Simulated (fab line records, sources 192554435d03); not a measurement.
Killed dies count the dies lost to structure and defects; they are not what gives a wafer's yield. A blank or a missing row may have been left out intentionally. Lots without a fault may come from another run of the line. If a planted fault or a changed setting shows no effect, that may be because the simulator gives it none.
Matching of chambers || flow n5-finfet || N5_FIN_CUT_STRIP_22 on rie-diel-03: 4 sister chambers
The step strips in N2/H2. 4 wafers are shown with their chamber, then 9 later ones without.

## WAFERS WITH THEIR CHAMBER
{"wafer": "L081.2", "chamber": 3, "showerhead-plenum-p-Torr (Torr)": 3.40}
{"wafer": "L081.4", "chamber": 0, "showerhead-plenum-p-Torr (Torr)": 3.51}
{"wafer": "L084.2", "chamber": 2, "showerhead-plenum-p-Torr (Torr)": 3.21}
{"wafer": "L084.6", "chamber": 1, "showerhead-plenum-p-Torr (Torr)": 3.48}

## WAFERS WITHOUT THEIR CHAMBER
{"wafer": "L086.2", "showerhead-plenum-p-Torr (Torr)": 3.40}
{"wafer": "L086.3", "showerhead-plenum-p-Torr (Torr)": 3.21}
{"wafer": "L086.6", "showerhead-plenum-p-Torr (Torr)": 3.51}
{"wafer": "L090.1", "showerhead-plenum-p-Torr (Torr)": 3.20}
{"wafer": "L090.4", "showerhead-plenum-p-Torr (Torr)": 3.47}
{"wafer": "L090.5", "showerhead-plenum-p-Torr (Torr)": 3.40}
{"wafer": "L097.2", "showerhead-plenum-p-Torr (Torr)": 3.50}
{"wafer": "L097.4", "showerhead-plenum-p-Torr (Torr)": 3.20}
{"wafer": "L097.5", "showerhead-plenum-p-Torr (Torr)": 3.39}

## CHAMBER TAKEN BY EACH
{"wafer": "L086.2", "from the rows above": 3, "in truth": 3}
{"wafer": "L086.3", "from the rows above": 2, "in truth": 2}
{"wafer": "L086.6", "from the rows above": 0, "in truth": 0}
{"wafer": "L090.1", "from the rows above": 2, "in truth": 2}
{"wafer": "L090.4", "from the rows above": 1, "in truth": 1}
{"wafer": "L090.5", "from the rows above": 3, "in truth": 3}
{"wafer": "L097.2", "from the rows above": "can't be placed: 0 or 1", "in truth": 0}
{"wafer": "L097.4", "from the rows above": 2, "in truth": 2}
{"wafer": "L097.5", "from the rows above": 3, "in truth": 3}
8 of 9 placed correctly. These rows do not allow placing 1 (true chamber among the candidates in 1). 0 placed wrongly.
How it was worked out, from the rows above alone: a wafer's distance from a chamber is the root of the sum, over the readings, of the square of ((its reading less the chamber's mean) divided by the reading's scatter). The wafer belongs to the nearest chamber; if the next one is less than 2 further off, it can't be placed. For every chamber, the mean is computed from those of its wafers that are shown. The scatter: with one shown wafer a chamber, the root of the mean of the squares of how far each hidden wafer lies from its nearest shown one.
